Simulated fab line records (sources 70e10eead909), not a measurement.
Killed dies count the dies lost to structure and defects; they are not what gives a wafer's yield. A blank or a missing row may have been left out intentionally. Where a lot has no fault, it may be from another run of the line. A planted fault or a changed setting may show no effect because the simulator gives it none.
Problem report, 8D (eight disciplines) form, completed by code    flow nand_harc    the parts of the form that need people (team, actions taken, sign-off) are left out

## 1. THE ISSUE
At NHARC_A_CONTACT_CD_MEAS_08, cd_nm averages 203.8 nm over 12 wafers from 4 lots, while fault-free wafers read 200.1 nm, standard deviation 0.54. Measured from the usual mean, that is +6.8 standard deviations.
The step: target cd 200 nm.
Earliest sighting: wafer L983.1 on cd_sem-03 at day 24 00:20. At this step, 36 wafers from 12 lots have a number in the record. The rule behind "out" and "out of limits": a value lying over 4 standard deviations away from the usual mean. Any other wafer with a number is counted as sound.

## 2. WHAT IT IS AND WHAT IT IS NOT
question                     is                               is not
which readings at this step  cd_nm                            -
which lots                   L983, L985, L986, L989           L101, L103, L980, L981, L992, L996, L997, L998
which wafers of those lots   all that have a number           -
read on which gauges         cd_sem-01, cd_sem-02, cd_sem-03  -
when                         from day 24 00:20                up to then (6 sound wafers); but 18 sound wafers of L101, L103, L992, L996, L997, L998 came after

## 3. THE SUSPECTS, EACH WITH WHAT RULES IT OUT
Counting: a tool at a process step up to the reading stays a suspect if it ran every lot that is out and no sound lot after the first of them.
- ruled out: the gauge at NHARC_A_CONTACT_CD_MEAS_08. Those wafers that are out were read across 3 gauges (cd_sem-01, cd_sem-02, cd_sem-03).
- arfi_scanner-02 at NHARC_A_CONTACT_EXPOSE_05 (exposes mask A CC): kept. It processed each lot that is out, first L983 at day 24 00:12, and no sound lot thereafter; up to then, the last sound lot it processed was L981 at day 22 15:40. Its own readings are out on those wafers: exposure_dose_mJ_cm2.
The count leaves arfi_scanner-02 at NHARC_A_CONTACT_EXPOSE_05.

## 4. THE CAUSE (what the simulator had put in)
Drift in process parameters on arfi_scanner-02 at NHARC_A_CONTACT_EXPOSE_05, starting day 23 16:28. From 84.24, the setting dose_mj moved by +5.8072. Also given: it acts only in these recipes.
Only this tool survived the counting.

## 5. SEQUENCE OF EFFECTS, ordered by route
Each row: a reading whose mean over the struck wafers that have a number lies more than 3 standard deviations from the usual. Only readings for which the record gives a usual standard deviation are gone through. hours: the time from each lot's start at the first step in this table that gives one to its start at this step, as a median over the lots. sigmas: the change in usual standard deviations.
hours  step                        reading               usual     on struck wafers  change  sigmas
0      NHARC_A_CONTACT_EXPOSE_05   exposure_dose_mJ_cm2  84.24     88.51             +4.27   +51
0      NHARC_A_CONTACT_CD_MEAS_08  cd_nm                 200.1 nm  203.8             +3.7    +6.8
Process steps it contains:
- NHARC_A_CONTACT_EXPOSE_05: exposes mask A CC.

## 6. HOW IT WOULD HAVE BEEN CAUGHT EARLIER
The first out-of-limits reading at a measuring or inspecting step in this record came at day 24 00:20, 8 hours after the fault's start at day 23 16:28.
At NHARC_A_CONTACT_EXPOSE_05, the tool's own readings (exposure_dose_mJ_cm2) were out on each struck wafer the step has a row for, so an alarm limit on them would have fired on the first such wafer.
L985, L986, L989, from the lots that are out (4), started NHARC_A_CONTACT_EXPOSE_05 on arfi_scanner-02 later than day 24 00:20. A hold on the tool at that time would have spared those 3.
